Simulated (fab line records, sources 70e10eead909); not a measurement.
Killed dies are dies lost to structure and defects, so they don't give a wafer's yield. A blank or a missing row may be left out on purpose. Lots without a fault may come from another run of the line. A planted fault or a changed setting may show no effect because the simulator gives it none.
Chamber matching | flow nand_harc | NHARC_P_ZERO_WELL_DESCUM_54 on rie_diel-06: 4 sister chambers
The step chemistry O2, time 3 s. 14 wafers are shown with their chamber, then 7 later ones without.

WAFERS WITH THEIR CHAMBER
wafer  | chamber | showerhead_plenum_p_Torr (Torr) | drypump_motor_current_A (A) | oes_product_au (a.u.)
L612.1 | 2       | 1.93                            | 5.85                        | 1.017
L612.4 | 3       | 1.87                            | 5.90                        | 0.998
L612.5 | 0       | 1.90                            | 6.18                        | 0.995
L614.3 | 1       | 1.92                            | 5.90                        | 0.997
L614.4 | 2       | 1.93                            | 5.87                        | 1.011
L614.5 | 0       | 1.90                            | 6.18                        | 1.005
L617.2 | 0       | 1.90                            | 6.15                        | 0.987
L617.4 | 1       | 1.92                            | 5.89                        | 0.986
L617.6 | 0       | 1.90                            | 6.17                        | 1.000
L618.1 | 3       | 1.87                            | 5.90                        | 0.989
L618.2 | 1       | 1.92                            | 5.90                        | 0.999
L618.6 | 1       | 1.92                            | 5.88                        | 0.997
L632.1 | 2       | 1.93                            | 5.87                        | 1.013
L632.2 | 3       | 1.86                            | 5.88                        | 1.016

SIGNATURES (means of the wafers above)
reading                  | chamber 0 | chamber 1 | chamber 2 | chamber 3 | scatter within a chamber
showerhead_plenum_p_Torr | 1.9000    | 1.9200    | 1.9300    | 1.8667    | 0.00258
drypump_motor_current_A  | 6.1700    | 5.8925    | 5.8633    | 5.8933    | 0.0119
oes_product_au           | 0.99675   | 0.99475   | 1.01367   | 1.00100   | 0.00824
Rule: a wafer's distance from a chamber is the root of the sum, over the readings, of the square of ((its reading less the chamber's mean) divided by the reading's scatter). The wafer belongs to the nearest chamber; if the next one is less than 2 further off, it can't be placed. The scatter: the root of (the sum of the squares of (reading less its chamber's mean) over the shown wafers, divided by (wafers less chambers)).

WAFERS WITHOUT THEIR CHAMBER
wafer  | showerhead_plenum_p_Torr (Torr) | drypump_motor_current_A (A) | oes_product_au (a.u.)
L632.5 | 1.92                            | 5.87                        | 0.999
L633.2 | 1.89                            | 6.18                        | 0.998
L633.4 | 1.86                            | 5.90                        | 1.013
L633.6 | 1.93                            | 5.88                        | 1.016
L634.1 | 1.86                            | 5.90                        | 1.010
L634.3 | 1.93                            | 5.86                        | 1.007
L634.5 | 1.86                            | 5.89                        | 1.020

WHICH CHAMBER EACH WENT THROUGH
wafer  | from the rows above | in truth
L632.5 | 1                   | 1
L633.2 | 0                   | 0
L633.4 | 3                   | 3
L633.6 | 2                   | 2
L634.1 | 3                   | 3
L634.3 | 2                   | 2
L634.5 | 3                   | 3
Placed correctly: 7 of 7. Can't be placed from these rows: 0. Placed wrongly: 0.
